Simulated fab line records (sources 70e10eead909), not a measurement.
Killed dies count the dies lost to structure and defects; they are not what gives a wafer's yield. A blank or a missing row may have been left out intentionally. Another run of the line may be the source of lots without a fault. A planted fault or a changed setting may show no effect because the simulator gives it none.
What tool caused it?    flow nand harc    14 lots, 42 wafers sampled, at 4 steps of a route of 1302

== WHAT THE GAUGES SHOWED, per wafer ==
The record lacks any reading of a measuring or inspecting step that a usual standard deviation could be used to judge.

== WHAT TOOL EACH LOT RAN ON (gives the tool, then ch and the chambers of the sampled wafers, and finally the start) ==
lot   NHARC_A_STAIRCASE_TRIM_220          NHARC_A_STAIRCASE_ETCH_223                     NHARC_A_STAIRCASE_ETCH_225                     NHARC_A_STAIRCASE_TRIM_235
L327  rie diel-09 ch 0,3, day 16 09:40    rie diel-09 ch 0,2, day 16 11:53 or earlier    rie diel-09 ch 1,2, day 16 11:53 or earlier    rie diel-03 ch 0, day 16 11:53
L326  rie diel-10 ch 0,2, day 16 10:00    rie diel-10 ch 0,3, day 16 12:03 or earlier    rie diel-10 ch 0,3, day 16 12:03 or earlier    rie diel-10 ch 0,3, day 16 12:03
L328  rie diel-03 ch 1,2,3, day 17 00:37  rie diel-03 ch 0,2,3, day 17 02:23 or earlier  rie diel-03 ch 0,1,3, day 17 02:23 or earlier  rie diel-10 ch 0,1,3, day 17 02:23
L329  rie diel-09 ch 1,2,3, day 17 06:23  rie diel-09 ch 0,1,3, day 17 08:16 or earlier  rie diel-09 ch 0,2,3, day 17 08:16 or earlier  rie diel-09 ch 0,1,3, day 17 08:16
L330  rie diel-09 ch 0,1,2, day 17 06:35  rie diel-09 ch 1,2, day 17 08:41 or earlier    rie diel-09 ch 0,1, day 17 08:41 or earlier    rie diel-03 ch 0,1,3, day 17 08:41
L331  rie diel-03 ch 1,2, day 18 13:58    rie diel-03 ch 0,3, day 18 16:19 or earlier    rie diel-03 ch 0,3, day 18 16:19 or earlier    rie diel-03 ch 2,3, day 18 16:19
L333  rie diel-09 ch 0,2, day 18 21:29    rie diel-09 ch 2,3, day 18 23:16 or earlier    rie diel-09 ch 1,2,3, day 18 23:16 or earlier  rie diel-09 ch 0,2,3, day 18 23:16
L334  rie diel-10 ch 0,1,2, day 19 18:26  rie diel-10 ch 0,2, day 19 20:12 or earlier    rie diel-10 ch 1,2,3, day 19 20:12 or earlier  rie diel-10 ch 0,3, day 19 20:12
L335  rie diel-09 ch 0,1,3, day 19 21:20  rie diel-09 ch 0,1,2, day 19 23:06 or earlier  rie diel-09 ch 0,1,3, day 19 23:06 or earlier  rie diel-03 ch 0,1,3, day 19 23:06
L342  rie diel-10 ch 0,1,3, day 23 05:51  rie diel-10 ch 2,3, day 23 07:40 or earlier    rie diel-10 ch 1,2, day 23 07:40 or earlier    rie diel-09 ch 0,1,2, day 23 07:40
L344  rie diel-09 ch 1,3, day 23 13:03    rie diel-09 ch 1,2,3, day 23 14:57 or earlier  rie diel-09 ch 0,2, day 23 14:57 or earlier    rie diel-03 ch 0,2,3, day 23 14:57
L343  rie diel-09 ch 0,2,3, day 23 13:54  rie diel-09 ch 0,2,3, day 23 15:46 or earlier  rie diel-09 ch 0,1,3, day 23 15:46 or earlier  rie diel-09 ch 0,1,2, day 23 15:46
L346  rie diel-10 ch 1,2,3, day 24 11:41  rie diel-10 ch 0,1,3, day 24 14:50 or earlier  rie diel-10 ch 0,3, day 24 14:50 or earlier    rie diel-03 ch 2,3, day 24 14:50
L348  rie diel-10 ch 1,3, day 25 13:17    rie diel-10 ch 0,1,3, day 25 15:02 or earlier  rie diel-10 ch 0,1, day 25 15:02 or earlier    rie diel-10 ch 2,3, day 25 15:02
- NHARC_A_STAIRCASE_TRIM_220: chemistry O2, time 211.2 s.
- NHARC_A_STAIRCASE_ETCH_223: etches the open film in C4F8/O2, target depth 100 nm, time 40.5 s.
- NHARC_A_STAIRCASE_ETCH_225: etches the open film in C4F8/O2, target depth 100 nm, time 40.5 s.
- NHARC_A_STAIRCASE_TRIM_235: chemistry O2, time 211.2 s.

== AS READ BY THE TOOLS THEMSELVES (means over the sampled wafers that have a number; for cases with no such wafer, the mark the record gives instead) ==
NHARC_A_STAIRCASE_TRIM_220.
lot   tool         drypump motor current A (A)  oes product au (a.u.)  rf vpp V (V)  run length s (s)  showerhead plenum p Torr (Torr)  throttle valve pct (%)
L327  rie diel-09  5.3                          1.008                  58.2          232.4             3.52                             17.041
L326  rie diel-10  5.9                          0.997                  57.6          233.1             3.69                             17.037
L328  rie diel-03  5.7                          0.995                  59.0          232.9             3.58                             17.038
L329  rie diel-09  5.6                          1.004                  58.7          232.7             3.57                             17.040
L330  rie diel-09  5.5                          1.009                  58.3          232.4             3.52                             17.039
L331  rie diel-03  5.6                          1.007                  58.1          232.5             3.47                             17.047
L333  rie diel-09  5.2                          1.009                  57.5          232.4             3.44                             17.025
L334  rie diel-10  6.0                          0.996                  57.7          232.9             3.60                             17.034
L335  rie diel-09  5.6                          1.003                  57.7          232.3             3.57                             17.038
L342  rie diel-10  5.5                          1.000                  58.2          232.7             3.51                             17.040
L344  rie diel-09  5.8                          0.996                  58.6          232.5             3.61                             17.032
L343  rie diel-09  5.3                          0.998                  57.1          232.5             3.48                             17.036
L346  rie diel-10  5.7                          0.992                  58.0          232.7             3.56                             17.046
L348  rie diel-10  5.3                          0.997                  58.1          232.5             3.48                             17.034

NHARC_A_STAIRCASE_ETCH_223.
lot   tool         bias w (W)  oes product au (a.u.)  rf vpp V (V)
L327  rie diel-09  1001        0.951                  893
L326  rie diel-10  998         0.937                  897
L328  rie diel-03  1001        0.947                  897
L329  rie diel-09  1002        0.936                  898
L330  rie diel-09  995         0.950                  898
L331  rie diel-03  999         0.947                  892
L333  rie diel-09  999         0.948                  894
L334  rie diel-10  1001        0.926                  901
L335  rie diel-09  1001        0.957                  895
L342  rie diel-10  998         0.932                  898
L344  rie diel-09  1001        0.936                  895
L343  rie diel-09  1003        0.939                  894
L346  rie diel-10  1001        0.946                  894
L348  rie diel-10  998         0.947                  895

NHARC_A_STAIRCASE_ETCH_225.
lot   tool         bias w (W)  oes product au (a.u.)  rf vpp V (V)
L327  rie diel-09  1002.6      0.951                  898
L326  rie diel-10  1001.3      0.943                  897
L328  rie diel-03  997.5       0.948                  894
L329  rie diel-09  1002.9      0.945                  895
L330  rie diel-09  1003.9      0.947                  899
L331  rie diel-03  1000.1      0.944                  894
L333  rie diel-09  996.0       0.957                  897
L334  rie diel-10  999.6       0.940                  899
L335  rie diel-09  998.3       0.949                  898
L342  rie diel-10  1001.0      0.943                  897
L344  rie diel-09  998.1       0.943                  893
L343  rie diel-09  1002.2      0.936                  897
L346  rie diel-10  999.2       0.934                  896
L348  rie diel-10  999.7       0.950                  896

NHARC_A_STAIRCASE_TRIM_235.
lot   tool         drypump motor current A (A)  oes product au (a.u.)  rf vpp V (V)  run length s (s)  showerhead plenum p Torr (Torr)  throttle valve pct (%)
L327  rie diel-03  6.0                          0.995                  57.9          232.4             3.34                             17.035
L326  rie diel-10  5.0                          0.998                  57.4          232.3             3.53                             17.034
L328  rie diel-10  5.5                          1.000                  58.4          232.6             3.54                             17.042
L329  rie diel-09  5.6                          1.001                  58.3          232.2             3.58                             17.038
L330  rie diel-03  5.9                          0.998                  57.8          233.1             3.46                             17.034
L331  rie diel-03  5.6                          0.994                  58.2          232.3             3.67                             17.031
L333  rie diel-09  5.3                          1.003                  57.5          232.3             3.50                             17.041
L334  rie diel-10  5.2                          0.992                  57.9          232.4             3.53                             17.038
L335  rie diel-03  5.9                          1.005                  57.0          232.8             3.45                             17.036
L342  rie diel-09  5.5                          0.998                  57.7          291.9             3.50                             17.035
L344  rie diel-03  5.8                          0.993                  57.7          232.6             3.54                             17.043
L343  rie diel-09  5.5                          0.998                  57.6          252.2             3.50                             17.037
L346  rie diel-03  5.6                          1.003                  57.4          232.7             3.65                             17.042
L348  rie diel-10  5.2                          0.995                  58.1          232.3             3.56                             17.042

== THE ANSWER, worked out from the rows above alone ==
Rule: the usual values come from the lots themselves. Put in order of their means at a reading, lots are off if they are a third of the lots or fewer, leave a main group of 4 or more, and stand apart from it by a gap of 3 or more times the standard deviation of the main group's means; of several such gaps the widest counts. Not used: any main group whose means are identical at the precision the tables above print for the reading. A lot without any number at a reading at which 4 lots or more have one is off too. Where the step has rows for the other lots, those lots are counted as sound. Order of review: gauges by route order, followed by the tools' own readings, for which a lot's mean as printed above is used. At the first step where some lot is off, the reading lying furthest off is the one used; lots without a number count as furthest.
Off: L342, L343, at NHARC_A_STAIRCASE_TRIM_235 (run length s). Main group: mean 232.5 s, sd 0.25.
If a tool, at that step or one of the process steps before it, ran each lot that is off and ran no sound lot following the first of them, it fits. With no start given for some of its lots, NHARC_A_STAIRCASE_ETCH_223 uses the hours and lot order of NHARC_A_STAIRCASE_TRIM_235. With no start given for some of its lots, NHARC_A_STAIRCASE_ETCH_225 uses the hours and lot order of NHARC_A_STAIRCASE_TRIM_235. One fits: rie diel-09 at NHARC_A_STAIRCASE_TRIM_235. Its last sound lot is L333 (day 18 23:16), its first lot that is off L342 (day 23 07:40): a fault that began between those two fits.
On the lots that are off, the tool's own readings at NHARC_A_STAIRCASE_TRIM_235 differ by more than 5 times the standard deviation of the sound lots' means, which bears it out; run length s reads 272.0 s there versus 232.5 s on the sound lots.

== WHAT THE SIMULATOR HAD INSERTED ==
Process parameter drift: rie diel-09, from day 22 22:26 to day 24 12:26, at NHARC_A_STAIRCASE_TRIM_235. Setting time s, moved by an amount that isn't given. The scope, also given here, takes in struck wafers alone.
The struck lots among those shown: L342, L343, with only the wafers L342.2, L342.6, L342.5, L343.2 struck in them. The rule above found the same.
